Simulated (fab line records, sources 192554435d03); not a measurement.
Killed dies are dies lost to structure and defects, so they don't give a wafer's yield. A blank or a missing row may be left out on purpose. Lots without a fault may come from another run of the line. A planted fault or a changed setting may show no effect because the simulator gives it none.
fab line records | flow n5_finfet
record lots=5 wafers=15 last_day=19
route steps=1938 shown FIN_CUT@171 STI_FIN_REVEAL@183 DUMMY_GATE@212 PASSIVATION@1936
lots that met no fault: from a run of the same line without faults
start_h: hours from the record's first day to the start of the lot's first wafer shown | wait_h: hours since the lot's step before | " the same as in the row above | L1.1+2: a row that stands for several wafers | - no value, or no start given | * or withheld: withheld | < > ~ a bound
route shown NAME@n: a module of which the file shows steps, and the number in the route of the first | usual: mean/standard deviation of fault-free wafers | same: alike in all rows | chamber/n: place in a boat | sites: the reading at each site | _std_site: their standard deviation | _edge_site: outer sites' mean less inner sites' | radius_mm: how far each site lies from the wafer's centre | mask NAME#n: copy n | behind: the tool/chamber that last shaped the wafer | hold: why the lot was held/for how many hours/how that ended | device: the transistor (n, p or np) that didn't switch | end of line: the same wafers' tests at the end of the route | a step without rows: its recipe alone | killed: dies lost to structure and defects at the first sort, not the wafer's yield | map: a wafer's dies, x killed, . not, _ none there
set.NAME: the setting as run; set.NAME@STEP: as run at that earlier step | model.NAME: the simulator's own value behind a step, which no gauge read
lots at some steps of the route; a table a step, a row a wafer
services: from which hour (start_h, from the record's first day; less than 0 if before it) a tool's chamber was out of use, for how many hours, and why
## steps
# step N5_FIN_CUT_STRIP_31
# recipe chemistry=N2/H2 temp_c=40 n2_flow_sccm=200 h2_flow_sccm=200 rf_frequency_hz=6e+07
# step N5_FIN_CUT_STRIP_24
# recipe chemistry=CF4 resist=SiARC power_w=300 bias_power_w=75 pressure_mtorr=50 cf4_flow_sccm=150 rf_frequency_hz=6e+07
# usual chamber_pressure_mTorr=50.00/0.046 drypump_motor_current_A=5.51/0.3 oes_product_au=0.78/0.07 rf_vpp_V=271.1/1.4 showerhead_plenum_p_Torr=1.79/0.058 throttle_valve_pct=13.54/0.26
# columns lot.wafer tool chamber start_h wait_h chamber_pressure_mTorr drypump_motor_current_A oes_product_au rf_hours_counter_h rf_vpp_V showerhead_plenum_p_Torr throttle_valve_pct
L995.3 rie_diel-03 3 75.77 0.0 50.07 5.69 0.72 193 270.3 1.78 13.86
L995.4 " 0 " " 49.97 5.57 0.74 175 272.0 1.78 13.49
L995.5 " 3 " " 50.02 5.69 0.71 - 270.1 1.78 13.83
L102.3 rie_diel-03 0 119.18 0.0 50.00 5.56 0.73 185 271.0 1.78 13.51
L102.4 " 1 " " 49.96 5.22 0.79 115 268.6 1.67 13.32
L102.6 " 3 " " 49.96 5.69 0.71 - 270.6 1.78 13.85
L104.1 rie_diel-06 3 130.46 0.0 49.91 5.06 0.72 199 268.7 1.71 13.63
L104.2 " 2 " " 49.92 5.97 0.80 94 273.2 1.88 13.28
L104.6 " 2 " " 49.97 5.89 0.80 - 273.7 1.88 13.28
L109.4 rie_diel-06 1 158.83 0.0 50.04 5.95 0.89 22 272.1 1.83 13.20
L109.5 " 3 " " 50.03 5.07 0.72 - 270.4 1.71 13.64
L109.6 " 0 " " 50.01 5.45 0.88 - 272.1 1.82 13.21
L110.1 rie_diel-06 1 165.38 0.0 50.04 5.97 0.89 24 271.7 1.83 13.21
L110.3 " 3 " " 49.94 5.07 0.72 209 269.7 1.71 13.68
L110.5 " 0 " " 49.94 5.44 0.87 - 272.4 1.82 13.24
# step N5_FIN_CUT_CUT_ETCH_26
# recipe chemistry=CH3F/O2 target=SiNx target_depth_a=390 mask_material=SOC time_s=55.7 pressure_mtorr=30 source_w=395 bias_w=73 Ar_flow_sccm=150 CH3F_flow_sccm=30 O2_flow_sccm=20 ion_energy_ev=120
# step N5_FIN_CUT_CUT_ETCH_27
# recipe chemistry=CHF3/O2 target=SiO2 target_depth_a=40 mask_material=SOC overetch_a=20 time_s=4.9 pressure_mtorr=30 source_w=650 bias_w=170 Ar_flow_sccm=200 CHF3_flow_sccm=50 O2_flow_sccm=5 ion_energy_ev=200
# step N5_FIN_CUT_PRECLEAN_35
# recipe time_s=13.3 temp_c=45 pressure_torr=125 p_hf_torr=3 p_coreactant_torr=25 chemistry=vHF
# usual drypump_motor_current_A=5.74/0.2
# columns lot.wafer tool chamber start_h wait_h drypump_motor_current_A
L995.3 vapor_etch-01 0 75.92 0.1 5.85
L995.4 " 1 " " 5.51
L995.5 " 0 " " 5.85
L102.3 vapor_etch-01 1 119.41 0.1 5.54
L102.4 " 0 " " 5.87
L102.6 " 0 " " 5.85
L104.1 vapor_etch-02 0 130.89 0.3 6.03
L104.2 " 1 " " 5.58
L104.6 " 0 " " 6.01
L109.4 vapor_etch-02 1 158.98 0.1 5.55
L109.5 " 0 " " 6.01
L109.6 " 1 " " 5.55
L110.1 vapor_etch-01 1 165.51 0.0 5.53
L110.3 " 0 " " 5.88
L110.5 " 1 " " 5.53
# step N5_FIN_CUT_CUT_ETCH_15
# recipe chemistry=HBr/Cl2/O2 target=Si target_depth_a=1000 bt_time_s=10 mask_material=SOC time_s=42.4 ion_energy_ev=* bias_w=* pressure_mtorr=10 icp_w=800 HBr_flow_sccm=150 Cl2_flow_sccm=80 O2_flow_sccm=12
# step N5_FIN_CUT_CUT_ETCH_28
# recipe chemistry=HBr/Cl2/O2 target=Si target_depth_a=60 mask_material=SOC time_s=2.4 ion_energy_ev=* bias_w=* pressure_mtorr=10 icp_w=800 HBr_flow_sccm=150 Cl2_flow_sccm=80 O2_flow_sccm=12
# usual bias_w=* chamber_pressure_mTorr=10.000/0.0086 drypump_motor_current_A=5.6/0.59 oes_product_au=0.999/0.017 throttle_valve_pct=37.2/0.31
# columns lot.wafer tool chamber start_h wait_h bias_w chamber_pressure_mTorr drypump_motor_current_A oes_product_au rf_hours_counter_h throttle_valve_pct
L995.3 rie_si-03 1 76.03 0.0 * 9.989 5.8 0.981 29 36.7
L995.4 " 3 " " * 10.016 5.8 1.004 157 37.3
L995.5 " 1 " " * 9.986 5.8 0.974 - 36.7
L102.3 rie_si-04 0 119.52 0.0 * 10.002 6.3 0.983 1 36.8
L102.4 " 2 " " * 10.003 5.2 1.011 150 37.1
L102.6 " 1 " " * 10.003 6.6 1.028 - 37.4
L104.1 rie_si-04 3 131.03 0.0 * 9.996 5.0 0.984 1 37.0
L104.2 " 0 " " * 10.006 6.3 0.981 1 36.8
L104.6 " 1 " " * 10.002 6.5 1.027 - 37.4
L109.4 rie_si-04 3 159.09 0.0 * 9.999 5.0 0.987 1 37.0
L109.5 " 0 " " * 10.003 6.3 0.983 - 36.8
L109.6 " 1 " " * 10.001 6.5 1.027 - 37.4
L110.1 rie_si-04 1 165.64 0.0 * 9.997 6.6 1.032 8 37.4
L110.3 " 0 " " * 9.986 6.3 0.992 2 36.8
L110.5 " 2 " " * 9.995 5.1 1.003 - 37.1
# step N5_FIN_CUT_STRIP_22
# recipe chemistry=N2/H2 power_w=500 temp_c=40 pressure_mtorr=50 rf_frequency_hz=6e+07 overash_fraction=0.3 bias_power_w=8 h2_frac=0.5 n2_flow_sccm=300 h2_flow_sccm=300
# usual chamber_pressure_mTorr=49.98/0.13 drypump_motor_current_A=5.53/0.3 oes_product_au=0.80/0.075 rf_vpp_V=54.0/2.3 showerhead_plenum_p_Torr=3.36/0.12 throttle_valve_pct=18.9/0.33
# columns lot.wafer tool chamber start_h wait_h chamber_pressure_mTorr drypump_motor_current_A oes_product_au rf_hours_counter_h rf_vpp_V showerhead_plenum_p_Torr throttle_valve_pct
L995.3 rie_diel-01 0 76.20 0.1 50.03 5.07 0.88 45 53.0 3.41 18.8
L995.4 " 2 " " 50.03 5.69 0.75 180 53.9 3.35 19.1
L995.5 " 2 " " 49.79 5.71 0.74 - 55.2 3.35 19.2
L102.3 rie_diel-01 0 119.59 0.0 49.82 5.10 0.85 58 53.4 3.40 18.8
L102.4 " 3 " " 49.88 5.66 0.76 112 53.0 3.26 19.0
L102.6 " 3 " " 49.99 5.64 0.79 - 53.1 3.26 19.1
L104.1 rie_diel-06 3 131.10 0.1 50.02 5.08 0.74 199 51.1 3.20 19.2
L104.2 " 0 " " 49.91 5.45 0.90 39 55.7 3.42 18.5
L104.6 " 0 " " 49.98 5.47 0.89 - 53.5 3.42 18.5
L109.4 rie_diel-06 3 159.16 0.0 49.89 5.06 0.72 207 52.7 3.20 19.2
L109.5 " 2 " " 50.05 6.05 0.81 - 51.9 3.53 19.4
L109.6 " 3 " " 50.04 5.07 0.71 - 60.9 3.20 19.2
L110.1 rie_diel-03 0 165.71 0.0 50.01 5.59 0.72 194 53.4 3.33 18.4
L110.3 " 2 " " 50.23 5.27 0.75 162 53.5 3.35 19.4
L110.5 " 1 " " 49.92 5.20 0.78 - 50.2 3.10 18.4
# step N5_FIN_CUT_PRECLEAN_36
# recipe chemistry=O3/DIW time_s=60 temp_c=22 o3_ppm=10
# step N5_FIN_CUT_SRD_32
# recipe dry=ipa_marangoni time_s=30 temp_c=23 rinse_liquid=diw
# step N5_FIN_CUT_UV_OZONE_34
# recipe time_s=120 pressure_torr=760 temp_c=25
# step N5_FIN_CUT_INSPECT_17
# recipe inspect_instrument=brightfield mode=aei
# usual raw_defect_count=225/69
# columns lot.wafer tool chamber start_h wait_h raw_defect_count
L995.3 defect_inspect-01 - 76.36 0.0 153
L995.4 " - " " 105
L995.5 " - " " 124
L102.3 defect_inspect-02 - 119.75 0.0 193
L102.4 " - " " 194
L102.6 " - " " 273
L104.1 defect_inspect-01 - 131.26 0.0 316
L104.2 " - " " 229
L104.6 " - " " 221
L109.4 defect_inspect-02 - 159.33 0.0 282
L109.5 " - " " 315
L109.6 " - " " 326
L110.1 defect_inspect-01 - 165.87 0.0 245
L110.3 " - " " 228
L110.5 " - " " 225
# step N5_STI_FIN_REVEAL_ALD_00
# recipe material=SiO2 target_thk_a=10 temp_c=300 ald_precursor_family=BDEAS ald_co_reactant=O2-plasma pulse_time_s=1 pressure_torr=2
# usual heater_power_w=495/48 precursor_pulse_height_rel=0.995/0.021
# columns lot.wafer tool chamber start_h wait_h heater_power_w precursor_pulse_height_rel since_wet_clean_h
L995.3 ald_sin-02 3 76.55 0.2 546 0.995 67
L995.4 " 1 " " 476 0.986 67
L995.5 " 1 " " 481 0.953 -
L102.3 ald_sin-01 2 119.86 0.1 454 0.992 216
L102.4 " 1 " " 510 0.990 -
L102.6 " 3 " " 433 0.982 -
L104.1 ald_sin-04 3 131.76 0.5 558 0.994 33
L104.2 " 2 " " 461 1.007 33
L104.6 " 3 " " 550 0.989 -
L109.4 ald_sin-02 1 159.59 0.3 484 0.976 150
L109.5 " 2 " " 549 0.972 -
L109.6 " 1 " " 489 1.002 -
L110.1 ald_sin-04 0 165.91 0.0 457 1.002 67
L110.3 " 3 " " 533 0.991 67
L110.5 " 1 " " 504 0.998 -
# step N5_STI_FIN_REVEAL_ALD_14
# recipe material=Si3N4 target_thk_a=30 temp_c=400 ald_precursor_family=SiH2I2 ald_co_reactant=N2/H2-plasma pressure_torr=2
# step N5_STI_FIN_REVEAL_FCVD_FILL_01
# recipe material=SiO2_flowable target_thk_a=3120 temp_c=100 pressure_torr=0.8 rf_w=2000 time_s=512.2
# step N5_STI_FIN_REVEAL_DENSIFY_02
# recipe temp_c=650 ambient=steam time_s=1800 idle_temp_c=400 densification_p_h2o_torr=640
# step N5_STI_FIN_REVEAL_CMP_04
# recipe stop_on=Si3N4 t_overpolish_s=4 down_force_psi=2 platen_rpm=54.18 post_cmp_clean=alkaline_brush pad_velocity_m_s=1.078 target_thk_nm=131.83
# step N5_STI_FIN_REVEAL_THK_MEAS_05
# usual thk_nm=131.8/0.92
# columns lot.wafer tool chamber start_h wait_h thk_nm
L995.3 film_metro-01 - 81.94 - 132.2
L995.4 " - " " 132.3
L995.5 " - " " 132.2
L102.3 film_metro-01 - 125.25 - 131.3
L102.4 " - " " 131.5
L102.6 " - " " 132.4
L104.1 film_metro-01 - 137.14 - 132.2
L104.2 " - " " 133.4
L104.6 " - " " 132.0
L109.4 film_metro-01 - 164.98 - 131.6
L109.5 " - " " 131.3
L109.6 " - " " 131.3
L110.1 film_metro-02 - 171.30 - 130.4
L110.3 " - " " 132.0
L110.5 " - " " 131.7
# step N5_STI_FIN_REVEAL_DENSIFY_30
# recipe temp_c=* time_s=* ambient=N2 idle_temp_c=600 ramp_up_c_per_s=150 ramp_down_c_per_s=60 cool_to_c=600
# step N5_STI_FIN_REVEAL_ETCHBACK_08
# recipe chemistry=C4F6/O2 target=SiO2 target_depth_a=305 time_s=10.167 ion_energy_ev=250 pressure_mtorr=30 source_w=345 bias_w=185 Ar_flow_sccm=300 C4F6_flow_sccm=10 O2_flow_sccm=10
# step N5_STI_FIN_REVEAL_STRIP_24
# recipe chemistry=N2/H2 time_s=90 power_w=100 temp_c=40 pressure_mtorr=100 rf_frequency_hz=6e+07 bias_power_w=3 n2_flow_sccm=300 h2_flow_sccm=300
# step N5_STI_FIN_REVEAL_PRECLEAN_25
# recipe chemistry=SPM time_s=90 temp_c=120 mix=4:1
# step N5_STI_FIN_REVEAL_PRECLEAN_26
# recipe chemistry=SC1 time_s=45 temp_c=46 mix=1:2:100
# step N5_STI_FIN_REVEAL_PRECLEAN_29
# recipe chemistry=DHF time_s=30 temp_c=25 dilution=300:1
# step N5_STI_FIN_REVEAL_SRD_12
# recipe time_s=30 temp_c=23 rinse_liquid=diw dry=ipa_marangoni
# step N5_STI_FIN_REVEAL_RECESS_09
# recipe chemistry=HF/NH3 target=SiO2 afs_cycles=11 target_depth_a=425 temp_c=30 sublimation_temp_c=180 sublimation_time_s=60
# step N5_STI_FIN_REVEAL_STRIP_16
# recipe chemistry=H3PO4 material=SiNx temp_c=165 target_depth_a=238 overetch_fraction=0.4964 dry=ipa_marangoni
# step N5_STI_FIN_REVEAL_PRECLEAN_17
# recipe chemistry=NF3:NH3 afs_cycles=1 temp_c=30 time_s=20 sublimation_temp_c=180 sublimation_time_s=60 pressure_torr=3 rf_power_w=30
# step N5_STI_FIN_REVEAL_ETCH_34
# recipe chemistry=H2 mode=isotropic material=Si target=Si target_depth_a=9.7 temp_c=20 pressure_mtorr=4.5 icp_w=300 bias_w=0 h2_flow_sccm=7.5 he_flow_sccm=142.5
# step N5_STI_FIN_REVEAL_OXIDATION_31
# recipe chemistry=O2_PLASMA_REMOTE temp_c=150 time_s=20 pressure_mtorr=1000 source_power_w=2000 o2_flow_sccm=3000
# usual chamber_pressure_mTorr=1000.2/0.89 drypump_motor_current_A=5.34/0.27 heater_power_w=150/6.9
# columns lot.wafer tool chamber start_h wait_h chamber_pressure_mTorr drypump_motor_current_A heater_power_w rf_hours_counter_h
L995.3 plasma_asher-01 0 84.68 0.1 1000.8 4.98 143 -
L995.4 " 1 " " 999.3 5.65 153 -
L995.5 " 0 " " 1000.4 5.02 145 -
L102.3 plasma_asher-01 0 128.10 0.1 998.6 5.01 143 -
L102.4 " 1 " " 1000.7 5.62 158 -
L102.6 " 1 " " 999.3 5.63 158 -
L104.1 plasma_asher-01 1 139.97 0.0 1000.4 5.66 157 99
L104.2 " 0 " " 1002.5 5.00 146 99
L104.6 " 1 " " 999.2 5.64 158 -
L109.4 plasma_asher-01 1 167.73 0.1 1001.2 5.64 157 -
L109.5 " 1 " " 1001.9 5.65 160 -
L109.6 " 0 " " 1000.1 5.01 141 -
L110.1 plasma_asher-01 0 173.94 0.0 1001.9 4.99 145 105
L110.3 " 0 " " 998.9 5.00 144 -
L110.5 " 1 " " 1000.8 5.67 159 -
# step N5_STI_FIN_REVEAL_PRECLEAN_32
# recipe chemistry=NF3:NH3 afs_cycles=1 temp_c=30 time_s=20 sublimation_temp_c=180 sublimation_time_s=60 pressure_torr=3 rf_power_w=30
# step N5_STI_FIN_REVEAL_STRIP_35
# recipe chemistry=H3PO4 material=Si3N4 temp_c=165 target_depth_a=40 time_s=39
# step N5_STI_FIN_REVEAL_SRD_21
# recipe dry=ipa_marangoni time_s=30 temp_c=23 rinse_liquid=diw
# step N5_STI_FIN_REVEAL_OXIDATION_33
# recipe chemistry=O2_PLASMA_REMOTE temp_c=150 time_s=20 pressure_mtorr=1000 source_power_w=2000 o2_flow_sccm=3000
# step N5_STI_FIN_REVEAL_CLEAN_19
# recipe chemistry=O3/DIW temp_c=25 time_s=120 o3_ppm=10
# step N5_STI_FIN_REVEAL_SRD_23
# recipe dry=ipa_marangoni time_s=30 temp_c=23 rinse_liquid=diw
# step N5_STI_FIN_REVEAL_CD_MEAS_22
# recipe target_cd_nm=6.238 pitch_nm=28 polarity=line
# usual cd_nm=6.22/0.23
# columns lot.wafer tool chamber start_h wait_h cd_nm
L995.3 cd_sem-02 - 85.19 0.0 6.50
L995.4 " - " " 5.90
L995.5 " - " " 6.23
L102.3 cd_sem-02 - 128.60 0.0 6.10
L102.4 " - " " 6.26
L102.6 " - " " 6.23
L104.1 cd_sem-01 - 140.50 0.0 5.85
L104.2 " - " " 6.30
L104.6 " - " " 6.04
L109.4 cd_sem-02 - 168.23 0.0 5.99
L109.5 " - " " 5.96
L109.6 " - " " 6.17
L110.1 cd_sem-01 - 174.47 0.0 6.42
L110.3 " - " " 5.99
L110.5 " - " " 6.28
# step N5_STI_FIN_REVEAL_FIN_H_MEAS_10
# usual trench_depth_nm=52.1/0.65
# columns lot.wafer tool chamber start_h wait_h trench_depth_nm
L995.3 ocd-01 - 85.22 0.0 52.2
L995.4 " - " " 52.9
L995.5 " - " " 52.8
L102.3 ocd-01 - 128.63 0.0 52.2
L102.4 " - " " 51.3
L102.6 " - " " 52.4
L104.1 ocd-02 - 140.53 0.0 51.8
L104.2 " - " " 51.9
L104.6 " - " " 52.2
L109.4 ocd-01 - 168.26 0.0 52.0
L109.5 " - " " 51.4
L109.6 " - " " 52.1
L110.1 ocd-02 - 174.50 0.0 51.7
L110.3 " - " " 51.5
L110.5 " - " " 50.9
# step N5_STI_FIN_REVEAL_PRECLEAN_18
# recipe chemistry=SC2 time_s=45 temp_c=35 mix=1:1:50
# step N5_STI_FIN_REVEAL_SRD_28
# recipe dry=ipa_marangoni time_s=30 temp_c=23 rinse_liquid=diw
# step N5_DUMMY_GATE_PRECLEAN_00
# recipe chemistry=O3/DIW time_s=60 temp_c=22 o3_ppm=10
# step N5_PASSIVATION_PROBE_49
# usual defect_limited_yield=91.0/1.5 killed_at_M0_to_M3=37/12 killed_at_M4_up=13/5 killed_at_contacts=13/6.1 killed_at_front_end=39/11 killed_at_other=4/3.2 killed_dies=106/17 killed_on_rim=13/4.2 killed_open=69/12 killed_short=35/7.9 sort_bin_5_function=5.3/1 sort_bin_6_memory=3.3/0.68 sort_n_pass=1074/17 sort_yield_pct=91.0/1.5
# same gross_dies=1180 killed_at_back_side=0 sort_bin_4_leakage[%]=0 sort_bin_8_speed[%]=0
# columns lot.wafer tool chamber start_h wait_h defect_limited_yield[%] killed_at_M0_to_M3 killed_at_M4_up killed_at_contacts killed_at_front_end killed_at_other killed_dies killed_on_rim killed_open killed_short sort_bin_5_function[%] sort_bin_6_memory[%] sort_n_pass sort_yield_pct[%]
L995.4 prober-02 - 346.33 0.5 85.0 41 9 10 116 1 177 27 71 24 9.6 4.1 1003 85.0
L995.5 prober-02 - 346.38 0.5 85.3 39 15 12 107 0 173 28 59 36 9.4 4.2 1007 85.3
# killed by level:class
L995.4 STI_FIN_REVEAL:unspecified=80 BEOL_M0_SAQP:geometric_particle:open=13 MOL_CONTACT_COAG:geometric_particle:open=9 BEOL_M3:geometric_particle:open=9 DUMMY_GATE:geometric_particle:open=7 BEOL_M2:geometric_particle:open=7 FIN_SAQP:geometric_particle:open=6 FIN_SAQP:geometric_particle:short=5
L995.5 STI_FIN_REVEAL:unspecified=73 BEOL_M0_SAQP:geometric_particle:open=14 BEOL_M0_SAQP:geometric_particle:short=12 FIN_SAQP:geometric_particle:short=10 MOL_CONTACT_COAG:geometric_particle:open=9 FIN_SAQP:geometric_particle:open=6 BEOL_M5:geometric_particle:open=6 BEOL_M7:geometric_particle:open=5
# map L995.4 (x killed, . not)
_________________..x.........________________
______________x...............x._____________
___________x.......x............xxx__________
__________.....xx..x.....x....x.xxx._________
________..............x......xxx.xxxxx_______
_______...............x....x.xxxxxxxxxx______
______..........x.............xxxxxxxxx._____
_____....x...........x..x.x...xxxxxxxxxx.____
____.............x..x........x.xxxxxxxxxx.___
___.x.........x............x..xxxxxxxxxxx..__
___.x.................x.......xx.xx.xx.....__
__.......xx..x.................x...xxxxx...._
__.x......x....................x...xxx......_
_..x.......x..x...........x.........x........
_...x............xx..........x.......x.....xx
_...........x........x.......................
_...........................x................
_..xx................x........x.x........x...
_......x...........x.............x...........
_............................................
_.............x...............x...x..........
__.....x............x......................._
__.............x.x...x..x..................._
___..........x........x....................__
___...........xx...................x.......__
____.......x.............x....xx.........x___
_____......x...x.......x.................____
______..........xx.............x........_____
_______..........x.x.................x.______
________.x..........x...x....x........_______
__________x...........x...x........._________
___________x.........x.........x...__________
______________.............x..x._____________
_________________.x.....x....________________
# map L109.6 (x killed, . not)
_________________.........x..________________
______________................x._____________
___________......................x.__________
__________.........x.x...x.........._________
________..x...x......................._______
_______x..........x...x.....x..x.......______
______.....x.......x.....x..x..x...x...._____
_____...x...........x.x..................____
____x...................x.....xxx.x.......___
___.x.x.......................x.....x......__
___x.....x.......x...x.......x.............__
__..........x.x.......x..x.......x..x.x.x..._
__.......x..x...x...................xx......_
_x.xx........x..........x..............x.....
_...........x............x........x..........
_...x...x........x...........x............x.x
_.......x.......x.....x................x.....
_x......................xx.........x........x
_x....x.x......x......x....x.......x.........
_.................xx........x...x...........x
_x.........xx.........x.............x........
__........................x...........x....._
__..x..................x.....x.............._
___......x........x......x....x...........x__
___.......x.............x......x.x.......x.__
____............x.....................x...___
_____...x.........xx.....................____
______.................x..x............._____
_______.............x.....x............______
________.....x...............xx......._______
__________.x.........x..x..........._________
___________............x.xx....x...__________
______________....x..x.x.......x_____________
_________________....xx......________________
## services
# columns tool chamber start_h hours kind
rie_si-04 3 65.56 - clean
rie_si-04 3 65.56 19.6 scheduled_down
rie_si-04 3 65.56 19.6 vent_cycle
plasma_asher-01 - 66.22 1.2 repair
rie_diel-06 1 71.11 - clean
rie_diel-06 1 71.11 - consumable_replace:focus_ring
rie_diel-06 1 71.11 17.6 scheduled_down
rie_diel-06 1 71.11 17.6 vent_cycle
ald_sin-04 1 82.27 4.2 repair
ald_sin-01 - 83.81 14.6 pm
ald_sin-04 - 85.25 14.0 pm
ald_sin-04 0 85.25 14.0 vent_cycle
ald_sin-04 2 85.25 14.0 vent_cycle
rie_diel-03 3 91.98 1.4 repair
rie_diel-03 - 110.52 4.3 pm
rie_diel-03 0 122.22 3.0 repair
rie_diel-03 0 125.87 9.6 repair
rie_si-04 2 129.46 6.7 repair
rie_diel-01 0 135.30 1.6 repair
rie_diel-06 2 146.56 6.0 repair
rie_diel-03 2 152.31 9.3 repair
rie_si-03 3 157.76 38.0 repair
ald_sin-02 - 166.41 0.8 pm
rie_si-03 - 172.14 0.6 repair
## key
first_sign step=N5_PASSIVATION_PROBE_49 reading=killed_at_front_end direction=up sigmas=6.7 usual=39 struck=112
effect step=N5_PASSIVATION_PROBE_49 reading=defect_limited_yield direction=down sigmas=4 usual=91.0 struck=85.2
more_kills_born_at N5_STI_FIN_REVEAL_ALD_00@ald_sin-02=153
met_at N5_STI_FIN_REVEAL_ALD_00
struck_wafers L995.4,L995.5
fault kind=chamber_particle_source tool=ald_sin-02 chamber=1 onset_h=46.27 steps=N5_STI_FIN_REVEAL_ALD_00 rate_per_visit_cm2=0.37587 end_h=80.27
